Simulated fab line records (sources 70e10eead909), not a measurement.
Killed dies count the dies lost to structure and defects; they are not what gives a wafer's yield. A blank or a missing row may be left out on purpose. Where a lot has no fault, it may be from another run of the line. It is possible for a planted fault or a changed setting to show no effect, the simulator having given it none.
Comparing a struck lot with a sound one | flow nandHarc | 14 out of 1302 route steps
Sound: these wafers, L337.3, L337.5, L337.6. Wafers struck: L326.2, L326.3, L326.6. The cause comes at the end.
At each step with rows: each side's tool, then ch and its chambers, then its first start. Under that, the readings that differ: sound wafers | struck wafers | difference of the means | sigmas: that difference in standard deviations of wafers without a fault.
alike: readings whose means differ by less than 2 such deviations, and words and numbers that are the same on both sides. not compared: withheld readings, readings that some wafer has no value for, bounds like >300 that may hide the same value, and numbers for which the record gives no deviation and whose values overlap.
The two part at a step that has a row with sigmas, a row that says differs or no value, or rows on one side only. When numbers do not overlap yet have no deviation, they are printed without sigmas and do not part them. A reading that every wafer of one side lacks parts them only if that side has two wafers or more.

first, 7 steps without rows for these wafers: NHARC_A_STAIRCASE_COAT_178; NHARC_A_STAIRCASE_SOFTBAKE_179 (time 170 s); NHARC_A_STAIRCASE_EBR_180; NHARC_A_STAIRCASE_EXPOSE_181 (exposes mask STAIR 2); NHARC_A_STAIRCASE_PEB_182 (peb time 130 s); NHARC_A_STAIRCASE_DEVELOP_183 (time 140 s); NHARC_A_STAIRCASE_HARDBAKE_185 (time 140 s).
NHARC_A_STAIRCASE_DESCUM_186: chemistry O2, time 3 s.
  sound on rieDiel-13 ch 0,2,3, day 23 02:02; struck on rieDiel-13 ch 0,1, day 19 14:17
  alike: drypumpMotorCurrentA, oesProductAu, rfVppV, showerheadPlenumPTorr, throttleValvePct
  not compared: rfHoursCounterH
NHARC_A_STAIRCASE_TRIM_187: chemistry O2, time 211.2 s.
  sound on rieDiel-13 ch 0,3, day 23 02:07; struck on rieDiel-13 ch 0,2,3, day 19 14:26
  alike: drypumpMotorCurrentA, oesProductAu, rfVppV, showerheadPlenumPTorr, throttleValvePct
  not compared: rfHoursCounterH
NHARC_A_STAIRCASE_ETCH_188: etches the open film in C4F8/O2, target depth 100 nm, time 40.5 s.
  sound: rieDiel-13 ch 0,1,2; struck: rieDiel-13 ch 0,2
  alike: biasW, chamberPressureMTorr, oesProductAu, rfVppV
  not compared: rfHoursCounterH
NHARC_A_STAIRCASE_TRIM_189: chemistry O2, time 211.2 s.
  sound: rieDiel-13 ch 2,3; struck: rieDiel-13 ch 0,1,2
  alike: drypumpMotorCurrentA, oesProductAu, rfVppV, showerheadPlenumPTorr, throttleValvePct
  not compared: rfHoursCounterH
NHARC_A_STAIRCASE_ETCH_190: etches the open film in C4F8/O2, target depth 100 nm, time 40.5 s.
  sound on rieDiel-13 ch 0,3, day 23 02:29; struck on rieDiel-13 ch 1,2,3, day 19 14:47
  no value came back on the struck wafers for biasW (W), chamberPressureMTorr (mTorr), oesProductAu (a.u.), rfVppV (V); on the sound wafers biasW (W) reads 999.2 1000.4 1000.0
  not compared: rfHoursCounterH
NHARC_A_STAIRCASE_TRIM_191: chemistry O2, time 211.2 s.
  sound: rieDiel-13 ch 2,3; struck: rieDiel-13 ch 0,1,3
  alike: drypumpMotorCurrentA, oesProductAu, rfVppV, showerheadPlenumPTorr, throttleValvePct
  not compared: rfHoursCounterH
-- record jumps: 8 days between struck wafers' starts before vs after; left off in module A_STAIRCASE, resumes in module END, first step shown is number 1302 of the route --
NHARC_END_SORT_01:
  the record has rows for the struck wafers here (prober-01 ch 0, day 27 22:22) and none for the sound ones

== WHERE THEY PART ==
At NHARC_A_STAIRCASE_ETCH_190 first; at NHARC_END_SORT_01 last (within this record only).

WHY: what had been put in by the simulator
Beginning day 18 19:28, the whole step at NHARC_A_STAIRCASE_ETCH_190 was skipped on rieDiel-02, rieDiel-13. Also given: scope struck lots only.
